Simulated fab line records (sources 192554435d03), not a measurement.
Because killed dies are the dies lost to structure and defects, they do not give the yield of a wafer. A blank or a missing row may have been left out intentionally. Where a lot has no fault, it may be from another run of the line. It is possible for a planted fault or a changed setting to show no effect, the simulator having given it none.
fab line records	flow n5_finfet
record: lots: 11	wafers: 32	last_day: 17
route steps=1938 shown BEOL_M5@1191 BEOL_M6@1194 PASSIVATION@1936
lots that met no fault: taken from a fault-free run of the same line
start_h: start of the lot's first displayed wafer, in hours after the record's first day	wait_h: hours since the lot's step before	" unchanged from the row above	L1.1+2: a single row standing in for several wafers	- no value, or no start was given	* or withheld: withheld	< > ~ a bound
route shown NAME@n: NAME is a module with steps in the file, n the number in the route of the first one	usual: mean/standard deviation taken from wafers without a fault	same: alike in all rows	chamber/n: place in a boat	sites: per-site readings	_std_site: how widely they spread, as a standard deviation	_edge_site: mean of outer sites minus mean of inner sites	radius_mm: for every site, how far away it sits from the centre of the wafer	mask NAME#n: copy n	behind: the last tool/chamber to shape the wafer	hold: cause of the lot's hold/its duration in hours/its outcome	device: names the non-switching transistor (n, p or np)	end of line: the route-end tests of the same wafers	a step without rows: its recipe alone	killed: dies lost to structure and defects at the first sort, not the wafer's yield	map: the dies of a wafer, with x for killed, . for not killed, _ for no die there
set.NAME: the setting that was run; set.NAME@STEP: the one run at that earlier step	model.NAME: the simulator's own value behind a step, which no gauge read
steps of the route over a sample of lots; a table a step, a row a wafer
services: the hour from which a tool's chamber was out of use, counted from the record's first day as start_h (under 0 if before that day), plus the number of hours and why
== steps ==
step: N5_BEOL_M5_DEP_56
recipe: material: SiCN	target_thk_a: 80	temp_c: withheld	precursor: 3MS/NH3	pressure_torr: 3	rf_w: 202	time_s: 14
usual: showerhead_plenum_p_Torr: 3.664/0.015	throttle_valve_pct: 9.0/0.52
same: time_s: 14
lot.wafer	tool	chamber	start_h	wait_h	showerhead_plenum_p_Torr	throttle_valve_pct
L425.3	pecvd-01	2	169.52	0.0	3.632	8.6
L425.4	"	1	"	"	3.663	8.7
L425.5	"	0	"	"	3.683	9.1
L426.2	pecvd-02	0	188.35	0.0	3.681	9.9
L426.3	"	1	"	"	3.658	9.6
L426.5	"	2	"	"	3.668	8.4
L427.2	pecvd-01	0	192.19	0.0	3.680	9.2
L427.4	"	0	"	"	3.672	9.3
L427.6	"	2	"	"	3.631	8.5
L429.3	pecvd-02	2	200.07	0.0	3.671	8.6
L429.4	"	0	"	"	3.677	10.1
L429.5	"	1	"	"	3.660	9.4
L430.1	pecvd-03	2	206.84	0.0	3.660	8.7
L430.2	"	1	"	"	3.666	9.3
L430.6	"	2	"	"	3.664	8.8
L436.1	pecvd-01	2	239.27	0.0	3.638	8.3
L436.4	"	0	"	"	3.682	9.0
L436.5	"	2	"	"	3.638	8.3
L439.4	pecvd-03	2	268.10	0.0	3.659	8.8
L439.6	"	1	"	"	3.651	9.0
L443.3	pecvd-01	0	287.60	0.0	3.686	8.9
L443.5	"	2	"	"	3.642	8.6
L443.6	"	0	"	"	3.679	9.1
L445.1	pecvd-03	2	291.21	0.0	3.660	8.9
L445.5	"	0	"	"	3.664	8.9
L445.6	"	2	"	"	3.663	8.8
L447.1	pecvd-02	2	307.72	0.0	3.674	8.5
L447.2	"	0	"	"	3.684	10.0
L447.6	"	2	"	"	3.666	8.7
L448.2	pecvd-01	1	322.35	0.0	3.663	8.6
L448.3	"	0	"	"	3.683	9.3
L448.5	"	1	"	"	3.658	8.7
step: N5_BEOL_M6_ILD_DEP_00
recipe: material: SiCOH_lowk	target_thk_a: 1797.5	temp_c: 300	precursor: DEMS/porogen	pressure_torr: 5	rf_w: 500	time_s: 33.4
usual: heater_power_outer_w: 158/35	heater_power_w: 331/52	showerhead_plenum_p_Torr: 5.744/0.016	throttle_valve_pct: 14.1/0.88
same: time_s: 33.4
lot.wafer	tool	chamber	start_h	wait_h	heater_power_outer_w	heater_power_w	showerhead_plenum_p_Torr	throttle_valve_pct
L425.3	pecvd-02	0	169.65	0.0	120	290	5.757	15.4
L425.4	"	0	"	"	121	297	5.761	15.4
L425.5	"	2	"	"	146	327	5.735	13.1
L426.2	pecvd-02	2	188.48	0.0	120	299	5.745	13.2
L426.3	"	0	"	"	126	302	5.750	15.4
L426.5	"	0	"	"	128	305	5.755	15.3
L427.2	pecvd-04	2	192.32	0.0	194	379	5.736	15.8
L427.4	"	0	"	"	183	365	5.762	14.3
L427.6	"	2	"	"	198	375	5.727	16.0
L429.3	pecvd-04	2	200.20	0.0	196	380	5.725	16.1
L429.4	"	2	"	"	198	368	5.732	15.8
L429.5	"	0	"	"	128	296	5.763	14.7
L430.1	pecvd-02	1	206.99	0.0	144	293	5.735	14.2
L430.2	"	0	"	"	124	295	5.763	15.5
L430.6	"	2	"	"	133	316	5.754	13.2
L436.1	pecvd-02	1	239.43	0.1	116	252	5.734	14.4
L436.4	"	0	"	"	128	298	5.738	15.5
L436.5	"	2	"	"	129	306	5.750	13.1
L439.4	pecvd-04	1	268.23	0.1	231	452	5.759	14.1
L439.6	"	2	"	"	177	353	5.717	13.6
L443.3	pecvd-04	2	287.73	0.0	173	352	5.727	13.6
L443.5	"	1	"	"	224	442	5.765	13.9
L443.6	"	2	"	"	180	374	5.716	13.5
L445.1	pecvd-02	0	291.34	0.0	129	306	5.764	15.6
L445.5	"	2	"	"	150	346	5.744	13.4
L445.6	"	1	"	"	149	303	5.728	14.3
L447.1	pecvd-02	1	307.85	0.0	124	269	5.756	14.3
L447.2	"	0	"	"	128	296	5.754	15.8
L447.6	"	1	"	"	129	267	5.738	14.3
L448.2	pecvd-02	0	322.48	0.0	92	257	5.747	15.6
L448.3	"	1	"	"	159	317	5.745	14.7
L448.5	"	0	"	"	101	267	5.756	15.6
step: N5_BEOL_M6_CD_MEAS_11
recipe: target_cd_nm: 38.5	landing_energy_ev: 500	detector: se_inlens	polarity: opening
usual: cd_nm: 38.5/0.39
lot.wafer	tool	chamber	start_h	wait_h	cd_nm
L425.3	cd_sem-03	0	172.13	-	38.3
L425.4	"	0	"	"	38.7
L425.5	"	0	"	"	38.2
L426.2	cd_sem-02	0	191.31	-	38.7
L426.3	"	0	"	"	39.2
L426.5	"	0	"	"	38.0
L427.2	cd_sem-01	0	195.03	-	38.7
L427.4	"	0	"	"	38.4
L427.6	"	0	"	"	38.6
L429.3	cd_sem-01	0	201.48	-	38.7
L429.4	"	0	"	"	38.8
L429.5	"	0	"	"	39.5
L430.1	cd_sem-01	0	208.92	-	38.9
L430.2	"	0	"	"	38.6
L430.6	"	0	"	"	38.2
L436.1	cd_sem-01	0	242.21	-	38.4
L436.4	"	0	"	"	37.9
L436.5	"	0	"	"	38.3
L439.4	cd_sem-03	0	271.46	-	37.9
L439.6	"	0	"	"	37.9
L443.3	cd_sem-03	0	290.01	-	38.4
L443.5	"	0	"	"	38.1
L443.6	"	0	"	"	38.3
L445.1	cd_sem-02	0	293.84	-	38.7
L445.5	"	0	"	"	37.6
L445.6	"	0	"	"	37.9
L447.1	cd_sem-02	0	309.69	-	38.8
L447.2	"	0	"	"	39.0
L447.6	"	0	"	"	38.4
L448.2	cd_sem-01	0	324.30	-	38.5
L448.3	"	0	"	"	38.4
L448.5	"	0	"	"	38.2
step: N5_BEOL_M6_INSPECT_13
recipe: mode: adi	inspect_instrument: brightfield
usual: raw_defect_count: 384/84
lot.wafer	tool	chamber	start_h	wait_h	raw_defect_count
L425.3	defect_inspect-02	-	172.18	0.0	405
L425.4	"	-	"	"	389
L425.5	"	-	"	"	465
L426.2	defect_inspect-02	-	191.37	0.0	284
L426.3	"	-	"	"	471
L426.5	"	-	"	"	269
L427.2	defect_inspect-01	-	195.09	0.0	317
L427.4	"	-	"	"	284
L427.6	"	-	"	"	384
L429.3	defect_inspect-02	-	201.54	0.0	358
L429.4	"	-	"	"	384
L429.5	"	-	"	"	325
L430.1	defect_inspect-01	-	208.98	0.0	319
L430.2	"	-	"	"	356
L430.6	"	-	"	"	389
L436.1	defect_inspect-02	-	242.26	0.0	281
L436.4	"	-	"	"	335
L436.5	"	-	"	"	367
L439.4	defect_inspect-02	-	271.52	0.0	1425
L439.6	"	-	"	"	426
L443.3	defect_inspect-01	-	290.06	0.0	307
L443.5	"	-	"	"	1451
L443.6	"	-	"	"	612
L445.1	defect_inspect-02	-	293.89	0.0	428
L445.5	"	-	"	"	370
L445.6	"	-	"	"	407
L447.1	defect_inspect-01	-	309.74	0.0	638
L447.2	"	-	"	"	536
L447.6	"	-	"	"	552
L448.2	defect_inspect-01	-	324.35	0.0	353
L448.3	"	-	"	"	550
L448.5	"	-	"	"	416
step: N5_BEOL_M6_CD_MEAS_18
recipe: pitch_nm: 80	target_cd_nm: 40
usual: cd_nm: 40.1/0.45
lot.wafer	tool	chamber	start_h	wait_h	cd_nm
L425.3	cd_sem-01	-	172.97	0.1	39.7
L425.4	"	-	"	"	40.5
L425.5	"	-	"	"	40.0
L426.2	cd_sem-01	-	192.42	0.1	40.1
L426.3	"	-	"	"	40.8
L426.5	"	-	"	"	39.3
L427.2	cd_sem-03	-	196.78	0.1	40.0
L427.4	"	-	"	"	39.9
L427.6	"	-	"	"	40.7
L429.3	cd_sem-01	-	202.91	0.1	40.7
L429.4	"	-	"	"	39.9
L429.5	"	-	"	"	41.2
L430.1	cd_sem-01	-	209.87	0.0	40.6
L430.2	"	-	"	"	40.0
L430.6	"	-	"	"	40.0
L436.1	cd_sem-01	-	243.26	0.0	40.2
L436.4	"	-	"	"	39.5
L436.5	"	-	"	"	39.5
L439.4	cd_sem-02	-	272.02	0.1	39.7
L439.6	"	-	"	"	39.5
L443.3	cd_sem-02	-	290.66	0.1	40.5
L443.5	"	-	"	"	40.3
L443.6	"	-	"	"	40.2
L445.1	cd_sem-02	-	294.39	0.0	40.0
L445.5	"	-	"	"	39.3
L445.6	"	-	"	"	39.2
L447.1	cd_sem-03	-	310.38	0.0	40.3
L447.2	"	-	"	"	40.6
L447.6	"	-	"	"	40.0
L448.2	cd_sem-01	-	325.15	0.1	39.9
L448.3	"	-	"	"	40.1
L448.5	"	-	"	"	40.4
step: N5_BEOL_M6_INSPECT_30
recipe: mode: adi	inspect_instrument: brightfield
usual: raw_defect_count: 384/83
lot.wafer	tool	chamber	start_h	wait_h	raw_defect_count
L425.3	defect_inspect-02	-	174.87	0.0	385
L425.4	"	-	"	"	378
L425.5	"	-	"	"	498
L426.2	defect_inspect-01	-	194.65	0.0	278
L426.3	"	-	"	"	488
L426.5	"	-	"	"	266
L427.2	defect_inspect-02	-	197.18	0.0	326
L427.4	"	-	"	"	289
L427.6	"	-	"	"	355
L429.3	defect_inspect-01	-	203.65	0.0	342
L429.4	"	-	"	"	371
L429.5	"	-	"	"	319
L430.1	defect_inspect-02	-	210.28	0.1	304
L430.2	"	-	"	"	352
L430.6	"	-	"	"	372
L436.1	defect_inspect-01	-	244.64	0.1	305
L436.4	"	-	"	"	350
L436.5	"	-	"	"	363
L439.4	defect_inspect-01	-	272.54	0.0	1424
L439.6	"	-	"	"	441
L443.3	defect_inspect-01	-	292.30	0.0	296
L443.5	"	-	"	"	1484
L443.6	"	-	"	"	585
L445.1	defect_inspect-01	-	296.20	0.1	420
L445.5	"	-	"	"	363
L445.6	"	-	"	"	396
L447.1	defect_inspect-02	-	311.59	0.1	629
L447.2	"	-	"	"	519
L447.6	"	-	"	"	547
L448.2	defect_inspect-01	-	325.60	0.0	361
L448.3	"	-	"	"	559
L448.5	"	-	"	"	437
step: N5_PASSIVATION_PROBE_49
usual: defect_limited_yield: 91.3/1.5	killed_at_M0_to_M3: 35/10	killed_at_M4_up: 13/5.3	killed_at_contacts: 12/5.7	killed_at_front_end: 39/11	killed_at_other: 3.3/2.7	killed_dies: 102/18	killed_open: 67/13	killed_short: 34/7.8	sort_bin_5_function: 5.1/1	sort_bin_6_memory: 3.3/0.68	sort_n_pass: 1078/18	sort_yield_pct: 91.3/1.5
same: gross_dies: 1180	killed_at_back_side: 0	sort_bin_4_leakage[%]: 0	sort_bin_8_speed[%]: 0
lot.wafer	tool	chamber	start_h	wait_h	defect_limited_yield[%]	killed_at_M0_to_M3	killed_at_M4_up	killed_at_contacts	killed_at_front_end	killed_at_other	killed_dies	killed_open	killed_short	sort_bin_5_function[%]	sort_bin_6_memory[%]	sort_n_pass	sort_yield_pct[%]
L439.4	prober-02	-	358.93	0.5	78.6	27	160	20	43	3	253	59	49	12.5	5.4	927	78.6
L439.6	prober-02	-	359.03	0.6	92.0	39	15	10	26	4	94	60	34	4.9	2.5	1086	92.0
L443.3	prober-01	-	372.94	0.1	93.0	24	12	19	26	2	83	55	27	3.9	3.0	1097	93.0
L443.5	prober-01	-	373.04	0.2	80.2	26	158	18	32	0	234	56	32	11.4	4.2	946	80.2
L443.6	prober-01	-	373.09	0.3	91.5	40	12	5	35	8	100	47	52	5.5	2.6	1080	91.5
killed by level:class
L439.4 BEOL_M6:unspecified=145 MOL_CONTACT_COAG:geometric_particle:open=16 FIN_SAQP:geometric_particle:short=10 BEOL_M4:geometric_particle:open=9 STI_FIN_REVEAL:geometric_particle:open=8 GATE_CUT:geometric_particle:short=8 FIN_SAQP:geometric_particle:open=5 BEOL_M0:geometric_particle:open=5
L439.6 BEOL_M4:geometric_particle:open=13 BEOL_M0_SAQP:geometric_particle:open=13 BEOL_M0_SAQP:geometric_particle:short=12 MOL_CONTACT_COAG:geometric_particle:open=9 FIN_SAQP:geometric_particle:short=6 FIN_SAQP:geometric_particle:open=5 BEOL_M1:geometric_particle:open=5 GATE_CUT:geometric_particle:short=3
L443.3 MOL_CONTACT_COAG:geometric_particle:open=13 BEOL_M3:geometric_particle:open=12 BEOL_M0_SAQP:geometric_particle:open=7 STI_FIN_REVEAL:geometric_particle:open=6 GATE_CUT:geometric_particle:short=5 MOL_CONTACT_COAG:geometric_particle:short=5 BEOL_M4:geometric_particle:open=5 FIN_SAQP:geometric_particle:short=3
L443.5 BEOL_M6:unspecified=146 MOL_CONTACT_COAG:geometric_particle:open=11 STI_FIN_REVEAL:geometric_particle:open=8 MOL_CONTACT_COAG:geometric_particle:short=7 BEOL_M4:geometric_particle:open=6 FIN_SAQP:geometric_particle:short=5 FIN_SAQP:geometric_particle:open=5 BEOL_M0_SAQP:geometric_particle:open=5
L443.6 BEOL_M0_SAQP:geometric_particle:short=16 BEOL_M0_SAQP:geometric_particle:open=14 FIN_SAQP:geometric_particle:short=10 FIN_SAQP:geometric_particle:open=6 BEOL_M4:geometric_particle:open=5 STI_FIN_REVEAL:geometric_particle:open=4 GATE_CUT:geometric_particle:short=4 MOL_CONTACT_COAG:geometric_particle:open=4
== services ==
tool	chamber	start_h	hours	kind
pecvd-04	0	172.81	5.5	scheduled_down
pecvd-04	0	184.52	2.1	scheduled_down
pecvd-03	2	190.05	6.5	repair
pecvd-01	-	195.64	14.6	pm
pecvd-04	2	202.39	-	clean
pecvd-04	2	202.39	-	consumable_replace:showerhead
pecvd-04	2	202.39	29.0	scheduled_down
pecvd-04	2	202.39	29.0	vent_cycle
pecvd-01	2	213.94	2.1	scheduled_down
pecvd-03	0	231.60	8.4	repair
pecvd-02	-	256.77	4.3	pm
pecvd-01	0	267.79	6.9	repair
pecvd-02	0	272.77	6.2	repair
pecvd-02	0	308.91	2.1	scheduled_down
pecvd-04	2	319.38	2.1	scheduled_down
== key ==
first_sign: step: N5_BEOL_M6_INSPECT_13	reading: raw_defect_count	direction: up	sigmas: 13	usual: 384	struck: 1438
effect: step: N5_BEOL_M6_INSPECT_30	reading: raw_defect_count	direction: up	sigmas: 13	usual: 384	struck: 1454
effect: step: N5_PASSIVATION_PROBE_49	reading: killed_at_M4_up	direction: up	sigmas: 28	usual: 13	struck: 159
more_kills_born_at: N5_BEOL_M6_ILD_DEP_00@pecvd-04: 291
met_at N5_BEOL_M6_ILD_DEP_00
struck_lots L439,L443
struck_wafers L439.4,L443.5
not_acting_at N5_BEOL_M5_DEP_56,N5_BEOL_M6_CD_MEAS_11,N5_BEOL_M6_CD_MEAS_18
fault: kind: chamber_particle_source	tool: pecvd-04	chamber: 1	onset_h: 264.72	steps: N5_BEOL_M6_ILD_DEP_00	rate_per_visit_cm2: 1.5094	end_h: 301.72
